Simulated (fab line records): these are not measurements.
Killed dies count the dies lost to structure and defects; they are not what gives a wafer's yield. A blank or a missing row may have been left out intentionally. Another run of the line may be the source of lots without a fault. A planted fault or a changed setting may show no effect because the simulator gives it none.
Which tool was responsible? || flow nand_harc || 33 wafers from 11 lots sampled at 7 of the route's 1302 steps

WHAT EACH GAUGE READ, for each wafer
NHARC_P_CONTACT_CD_MEAS_12: target cd 90 nm.
{"lot": "L587", "measured": "day 6 02:37", "on": "cd_sem-01", "cd_nm (nm)": "90.0 89.6 90.4"}
{"lot": "L588", "measured": "day 6 19:17", "on": "cd_sem-02", "cd_nm (nm)": "89.7 89.6 90.5"}
{"lot": "L592", "measured": "day 7 18:19", "on": "cd_sem-03", "cd_nm (nm)": "91.8 90.8 91.0"}
{"lot": "L593", "measured": "day 8 07:37", "on": "cd_sem-02", "cd_nm (nm)": "89.8 90.5 91.6"}
{"lot": "L594", "measured": "day 9 00:03", "on": "cd_sem-01", "cd_nm (nm)": "84.0 82.8 84.0"}
{"lot": "L597", "measured": "day 10 04:38", "on": "cd_sem-03", "cd_nm (nm)": "89.5 89.3 89.4"}
{"lot": "L604", "measured": "day 12 22:52", "on": "cd_sem-02", "cd_nm (nm)": "90.5 90.7 90.7"}
{"lot": "L605", "measured": "day 13 12:12", "on": "cd_sem-01", "cd_nm (nm)": "90.7 90.8 90.9"}
{"lot": "L607", "measured": "day 14 03:26", "on": "cd_sem-02", "cd_nm (nm)": "90.1 90.6 90.7"}
{"lot": "L608", "measured": "day 14 15:26", "on": "cd_sem-03", "cd_nm (nm)": "90.1 90.5 90.7"}
{"lot": "L609", "measured": "day 15 11:50", "on": "cd_sem-03", "cd_nm (nm)": "90.8 91.1 90.8"}

NHARC_P_CONTACT_CD_MEAS_19.
{"lot": "L587", "measured": "day 6 03:40", "on": "cd_sem-03", "cd_nm (nm)": "90.8 90.0 88.9"}
{"lot": "L588", "measured": "day 6 20:24", "on": "cd_sem-02", "cd_nm (nm)": "89.1 89.9 90.5"}
{"lot": "L592", "measured": "day 7 19:22", "on": "cd_sem-03", "cd_nm (nm)": "92.7 89.0 90.9"}
{"lot": "L593", "measured": "day 8 08:41", "on": "cd_sem-03", "cd_nm (nm)": "89.3 90.3 93.5"}
{"lot": "L594", "measured": "day 9 01:06", "on": "cd_sem-02", "cd_nm (nm)": "82.2 84.5 82.7"}
{"lot": "L597", "measured": "day 10 05:41", "on": "cd_sem-03", "cd_nm (nm)": "88.5 89.8 91.3"}
{"lot": "L604", "measured": "day 12 23:56", "on": "cd_sem-02", "cd_nm (nm)": "89.2 89.5 88.9"}
{"lot": "L605", "measured": "day 13 13:15", "on": "cd_sem-02", "cd_nm (nm)": "89.7 90.2 89.8"}
{"lot": "L607", "measured": "day 14 04:38", "on": "cd_sem-03", "cd_nm (nm)": "88.1 90.7 90.4"}
{"lot": "L608", "measured": "day 14 16:30", "on": "cd_sem-03", "cd_nm (nm)": "89.8 88.4 88.1"}
{"lot": "L609", "measured": "day 15 12:53", "on": "cd_sem-02", "cd_nm (nm)": "90.7 91.4 90.3"}

NHARC_END_SORT_01.
{"lot": "L592", "measured": "day 25 19:34", "on": "prober-01", "killed_at_array": "63 65 61", "killed_at_other": "0 0 1", "killed_at_periphery": "1 1 2", "killed_dies": "64 66 64", "killed_open": "2 1 1", "killed_short": "4 0 2"}
{"lot": "L594", "measured": "day 28 01:16", "on": "prober-02", "killed_at_array": 59, "killed_at_other": 0, "killed_at_periphery": 4, "killed_dies": 63, "killed_open": 5, "killed_short": 2}
{"lot": "L604", "measured": "day 30 19:23", "on": "prober-01", "killed_at_array": "29 52 40", "killed_at_other": "4 1 2", "killed_at_periphery": "5 3 1", "killed_dies": "38 56 43", "killed_open": "2 9 4", "killed_short": "5 4 4"}
{"lot": "L609", "measured": "day 33 14:21", "on": "prober-01", "killed_at_array": "52 37 55", "killed_at_other": "0 1 0", "killed_at_periphery": "6 8 2", "killed_dies": "58 46 57", "killed_open": "3 6 2", "killed_short": "4 0 1"}

WHAT TOOL EACH LOT RAN ON (gives the tool, then ch and the chambers of the sampled wafers, and finally the start)
{"lot": "L587", "NHARC_P_GATE_RTA_64": "rtp_anneal-02 ch 0, day 5 23:52", "NHARC_P_GATE_RTA_82": "rtp_anneal-02 ch 0, day 6 00:56", "NHARC_P_CONTACT_EXPOSE_09": "arfi_scanner-02 ch 0, day 6 02:28", "NHARC_P_CONTACT_ETCH_18": "rie_diel-12 ch 0,1,3, day 6 03:40 or earlier"}
{"lot": "L588", "NHARC_P_GATE_RTA_64": "rtp_anneal-01 ch 0, day 6 16:23", "NHARC_P_GATE_RTA_82": "rtp_anneal-02 ch 0, day 6 17:29", "NHARC_P_CONTACT_EXPOSE_09": "arfi_scanner-01 ch 0, day 6 19:09", "NHARC_P_CONTACT_ETCH_18": "rie_diel-04 ch 1,2,3, day 6 20:24 or earlier"}
{"lot": "L592", "NHARC_P_GATE_RTA_64": "rtp_anneal-01 ch 0, day 7 15:20", "NHARC_P_GATE_RTA_82": "rtp_anneal-01 ch 0, day 7 16:23", "NHARC_P_CONTACT_EXPOSE_09": "arfi_scanner-01 ch 0, day 7 18:10", "NHARC_P_CONTACT_ETCH_18": "rie_diel-12 ch 0,1,3, day 7 19:22 or earlier"}
{"lot": "L593", "NHARC_P_GATE_RTA_64": "rtp_anneal-02 ch 0, day 8 04:46", "NHARC_P_GATE_RTA_82": "rtp_anneal-01 ch 0, day 8 05:50", "NHARC_P_CONTACT_EXPOSE_09": "arfi_scanner-02 ch 0, day 8 07:29", "NHARC_P_CONTACT_ETCH_18": "rie_diel-04 ch 0,1,2, day 8 08:41 or earlier"}
{"lot": "L594", "NHARC_P_GATE_RTA_64": "rtp_anneal-01 ch 0, day 8 21:13", "NHARC_P_GATE_RTA_82": "rtp_anneal-01 ch 0, day 8 22:17", "NHARC_P_CONTACT_EXPOSE_09": "arfi_scanner-01 ch 0, day 8 23:55", "NHARC_P_CONTACT_ETCH_18": "rie_diel-12 ch 1,2,3, day 9 01:06 or earlier"}
{"lot": "L597", "NHARC_P_GATE_RTA_64": "rtp_anneal-01 ch 0, day 10 01:48", "NHARC_P_GATE_RTA_82": "rtp_anneal-01 ch 0, day 10 02:52", "NHARC_P_CONTACT_EXPOSE_09": "arfi_scanner-01 ch 0, day 10 04:30", "NHARC_P_CONTACT_ETCH_18": "rie_diel-12 ch 1,2,3, day 10 05:41 or earlier"}
{"lot": "L604", "NHARC_P_GATE_RTA_64": "rtp_anneal-02 ch 0, day 12 20:01", "NHARC_P_GATE_RTA_82": "rtp_anneal-02 ch 0, day 12 21:04", "NHARC_P_CONTACT_EXPOSE_09": "arfi_scanner-03 ch 0, day 12 22:44", "NHARC_P_CONTACT_ETCH_18": "rie_diel-12 ch 0,2,3, day 12 23:56 or earlier"}
{"lot": "L605", "NHARC_P_GATE_RTA_64": "rtp_anneal-01 ch 0, day 13 09:23", "NHARC_P_GATE_RTA_82": "rtp_anneal-01 ch 0, day 13 10:26", "NHARC_P_CONTACT_EXPOSE_09": "arfi_scanner-02 ch 0, day 13 12:04", "NHARC_P_CONTACT_ETCH_18": "rie_diel-04 ch 2,3, day 13 13:15 or earlier"}
{"lot": "L607", "NHARC_P_GATE_RTA_64": "rtp_anneal-02 ch 0, day 14 00:22", "NHARC_P_GATE_RTA_82": "rtp_anneal-02 ch 0, day 14 01:26", "NHARC_P_CONTACT_EXPOSE_09": "arfi_scanner-03 ch 0, day 14 03:17", "NHARC_P_CONTACT_ETCH_18": "rie_diel-12 ch 0,1,2, day 14 04:38 or earlier"}
{"lot": "L608", "NHARC_P_GATE_RTA_64": "rtp_anneal-01 ch 0, day 14 12:34", "NHARC_P_GATE_RTA_82": "rtp_anneal-01 ch 0, day 14 13:39", "NHARC_P_CONTACT_EXPOSE_09": "arfi_scanner-01 ch 0, day 14 15:18", "NHARC_P_CONTACT_ETCH_18": "rie_diel-12 ch 0,2,3, day 14 16:30 or earlier"}
{"lot": "L609", "NHARC_P_GATE_RTA_64": "rtp_anneal-02 ch 0, day 15 09:01", "NHARC_P_GATE_RTA_82": "rtp_anneal-02 ch 0, day 15 10:04", "NHARC_P_CONTACT_EXPOSE_09": "arfi_scanner-02 ch 0, day 15 11:41", "NHARC_P_CONTACT_ETCH_18": "rie_diel-04 ch 0,2,3, day 15 12:53 or earlier"}
- NHARC_P_GATE_RTA_64: time 1 s.
- NHARC_P_GATE_RTA_82: time 30 s.
- NHARC_P_CONTACT_EXPOSE_09: exposes mask P CA, target cd 90 nm.
- NHARC_P_CONTACT_ETCH_18: etches the open film in C4F8/O2/Ar, target depth 481 nm, time 240.5 s.

WHAT THE TOOLS THEMSELVES READ (means of the sampled wafers that have a number; where no wafer has one, the mark that the record gives instead)
NHARC_P_GATE_RTA_64.
{"lot": "L587", "tool": "rtp_anneal-02", "lamp_power_pct (%)": 31.1, "lamp_zone_2_pct (%)": 31.1, "lamp_zone_7_pct (%)": 31.6, "wafer_temp_C_max": 1053.4}
{"lot": "L588", "tool": "rtp_anneal-01", "lamp_power_pct (%)": 33.1, "lamp_zone_2_pct (%)": 33.1, "lamp_zone_7_pct (%)": 33.5, "wafer_temp_C_max": 1055.0}
{"lot": "L592", "tool": "rtp_anneal-01", "lamp_power_pct (%)": 33.2, "lamp_zone_2_pct (%)": 33.1, "lamp_zone_7_pct (%)": 33.5, "wafer_temp_C_max": 1055.5}
{"lot": "L593", "tool": "rtp_anneal-02", "lamp_power_pct (%)": 31.2, "lamp_zone_2_pct (%)": 31.2, "lamp_zone_7_pct (%)": 31.6, "wafer_temp_C_max": 1053.5}
{"lot": "L594", "tool": "rtp_anneal-01", "lamp_power_pct (%)": 33.1, "lamp_zone_2_pct (%)": 33.1, "lamp_zone_7_pct (%)": 33.5, "wafer_temp_C_max": 1054.6}
{"lot": "L597", "tool": "rtp_anneal-01", "lamp_power_pct (%)": 33.1, "lamp_zone_2_pct (%)": 33.1, "lamp_zone_7_pct (%)": 33.5, "wafer_temp_C_max": 1055.1}
{"lot": "L604", "tool": "rtp_anneal-02", "lamp_power_pct (%)": 31.1, "lamp_zone_2_pct (%)": 31.1, "lamp_zone_7_pct (%)": 31.6, "wafer_temp_C_max": 1053.9}
{"lot": "L605", "tool": "rtp_anneal-01", "lamp_power_pct (%)": 33.2, "lamp_zone_2_pct (%)": 33.2, "lamp_zone_7_pct (%)": 33.5, "wafer_temp_C_max": 1055.7}
{"lot": "L607", "tool": "rtp_anneal-02", "lamp_power_pct (%)": 31.2, "lamp_zone_2_pct (%)": 31.2, "lamp_zone_7_pct (%)": 31.5, "wafer_temp_C_max": 1053.4}
{"lot": "L608", "tool": "rtp_anneal-01", "lamp_power_pct (%)": 33.1, "lamp_zone_2_pct (%)": 33.1, "lamp_zone_7_pct (%)": 33.6, "wafer_temp_C_max": 1055.7}
{"lot": "L609", "tool": "rtp_anneal-02", "lamp_power_pct (%)": 31.2, "lamp_zone_2_pct (%)": 31.2, "lamp_zone_7_pct (%)": 31.6, "wafer_temp_C_max": 1054.1}

NHARC_P_GATE_RTA_82.
{"lot": "L587", "tool": "rtp_anneal-02", "lamp_power_pct (%)": 3.65, "lamp_zone_2_pct (%)": 3.65, "lamp_zone_7_pct (%)": 3.84, "wafer_temp_C_max": 451.9}
{"lot": "L588", "tool": "rtp_anneal-02", "lamp_power_pct (%)": 3.65, "lamp_zone_2_pct (%)": 3.65, "lamp_zone_7_pct (%)": 3.84, "wafer_temp_C_max": 451.0}
{"lot": "L592", "tool": "rtp_anneal-01", "lamp_power_pct (%)": 3.88, "lamp_zone_2_pct (%)": 3.88, "lamp_zone_7_pct (%)": 4.08, "wafer_temp_C_max": 452.2}
{"lot": "L593", "tool": "rtp_anneal-01", "lamp_power_pct (%)": 3.88, "lamp_zone_2_pct (%)": 3.87, "lamp_zone_7_pct (%)": 4.09, "wafer_temp_C_max": 452.6}
{"lot": "L594", "tool": "rtp_anneal-01", "lamp_power_pct (%)": 3.88, "lamp_zone_2_pct (%)": 3.88, "lamp_zone_7_pct (%)": 4.09, "wafer_temp_C_max": 452.4}
{"lot": "L597", "tool": "rtp_anneal-01", "lamp_power_pct (%)": 3.88, "lamp_zone_2_pct (%)": 3.88, "lamp_zone_7_pct (%)": 4.09, "wafer_temp_C_max": 452.4}
{"lot": "L604", "tool": "rtp_anneal-02", "lamp_power_pct (%)": 3.65, "lamp_zone_2_pct (%)": 3.65, "lamp_zone_7_pct (%)": 3.84, "wafer_temp_C_max": 451.5}
{"lot": "L605", "tool": "rtp_anneal-01", "lamp_power_pct (%)": 3.88, "lamp_zone_2_pct (%)": 3.88, "lamp_zone_7_pct (%)": 4.08, "wafer_temp_C_max": 452.2}
{"lot": "L607", "tool": "rtp_anneal-02", "lamp_power_pct (%)": 3.65, "lamp_zone_2_pct (%)": 3.65, "lamp_zone_7_pct (%)": 3.84, "wafer_temp_C_max": 451.8}
{"lot": "L608", "tool": "rtp_anneal-01", "lamp_power_pct (%)": 3.88, "lamp_zone_2_pct (%)": 3.88, "lamp_zone_7_pct (%)": 4.08, "wafer_temp_C_max": 452.3}
{"lot": "L609", "tool": "rtp_anneal-02", "lamp_power_pct (%)": 3.65, "lamp_zone_2_pct (%)": 3.65, "lamp_zone_7_pct (%)": 3.84, "wafer_temp_C_max": 451.6}

NHARC_P_CONTACT_EXPOSE_09.
{"lot": "L587", "tool": "arfi_scanner-02", "focus_offset_nm (nm)": 0.1}
{"lot": "L588", "tool": "arfi_scanner-01", "focus_offset_nm (nm)": 0.8}
{"lot": "L592", "tool": "arfi_scanner-01", "focus_offset_nm (nm)": -0.2}
{"lot": "L593", "tool": "arfi_scanner-02", "focus_offset_nm (nm)": -0.5}
{"lot": "L594", "tool": "arfi_scanner-01", "focus_offset_nm (nm)": -0.5}
{"lot": "L597", "tool": "arfi_scanner-01", "focus_offset_nm (nm)": -0.6}
{"lot": "L604", "tool": "arfi_scanner-03", "focus_offset_nm (nm)": 0.5}
{"lot": "L605", "tool": "arfi_scanner-02", "focus_offset_nm (nm)": -0.5}
{"lot": "L607", "tool": "arfi_scanner-03", "focus_offset_nm (nm)": 0.2}
{"lot": "L608", "tool": "arfi_scanner-01", "focus_offset_nm (nm)": 0.3}
{"lot": "L609", "tool": "arfi_scanner-02", "focus_offset_nm (nm)": -0.3}

NHARC_P_CONTACT_ETCH_18.
{"lot": "L587", "tool": "rie_diel-12", "oes_product_au (a.u.)": 0.977, "rf_vpp_V (V)": 976}
{"lot": "L588", "tool": "rie_diel-04", "oes_product_au (a.u.)": 0.939, "rf_vpp_V (V)": 984}
{"lot": "L592", "tool": "rie_diel-12", "oes_product_au (a.u.)": 0.970, "rf_vpp_V (V)": 975}
{"lot": "L593", "tool": "rie_diel-04", "oes_product_au (a.u.)": 0.965, "rf_vpp_V (V)": 982}
{"lot": "L594", "tool": "rie_diel-12", "oes_product_au (a.u.)": 0.972, "rf_vpp_V (V)": 978}
{"lot": "L597", "tool": "rie_diel-12", "oes_product_au (a.u.)": 0.972, "rf_vpp_V (V)": 979}
{"lot": "L604", "tool": "rie_diel-12", "oes_product_au (a.u.)": 0.978, "rf_vpp_V (V)": 975}
{"lot": "L605", "tool": "rie_diel-04", "oes_product_au (a.u.)": 0.976, "rf_vpp_V (V)": 980}
{"lot": "L607", "tool": "rie_diel-12", "oes_product_au (a.u.)": 0.964, "rf_vpp_V (V)": 977}
{"lot": "L608", "tool": "rie_diel-12", "oes_product_au (a.u.)": 0.934, "rf_vpp_V (V)": 976}
{"lot": "L609", "tool": "rie_diel-04", "oes_product_au (a.u.)": 0.974, "rf_vpp_V (V)": 982}

THE ANSWER, worked out from the rows above alone
Rule: the usual values come from the lots themselves. Put in order of their means at a reading, lots are off if they are a third of the lots or fewer, leave a main group of 4 or more, and stand apart from it by a gap of 3 or more times the standard deviation of the main group's means; of several such gaps the widest counts. If all means in a main group match to the digits the tables above print for the reading, that group is not used. Also off: a lot with no number at a reading for which 4 or more lots have one. Any other lot the step has rows for is counted as sound. First the gauges in route order, then the tools' own readings, where a lot's mean is used as printed above. The first step at which some lot is off is used, and at that step the reading that is off furthest; a lot without a number counts as furthest.
Off, at NHARC_P_CONTACT_CD_MEAS_12 on cd_nm: L594. Main group: mean 90.4 nm, sd 0.5.
A tool fits if, at a process step before that reading, it ran every lot that is off, and no sound lot after the first of them. Not tried: the gauges at NHARC_P_CONTACT_CD_MEAS_12; whatever is off there is also off at NHARC_P_CONTACT_CD_MEAS_19, on other tools, and gauge error can't account for it. Not one of the candidates tried fits.

WHAT THE SIMULATOR HAD INSERTED
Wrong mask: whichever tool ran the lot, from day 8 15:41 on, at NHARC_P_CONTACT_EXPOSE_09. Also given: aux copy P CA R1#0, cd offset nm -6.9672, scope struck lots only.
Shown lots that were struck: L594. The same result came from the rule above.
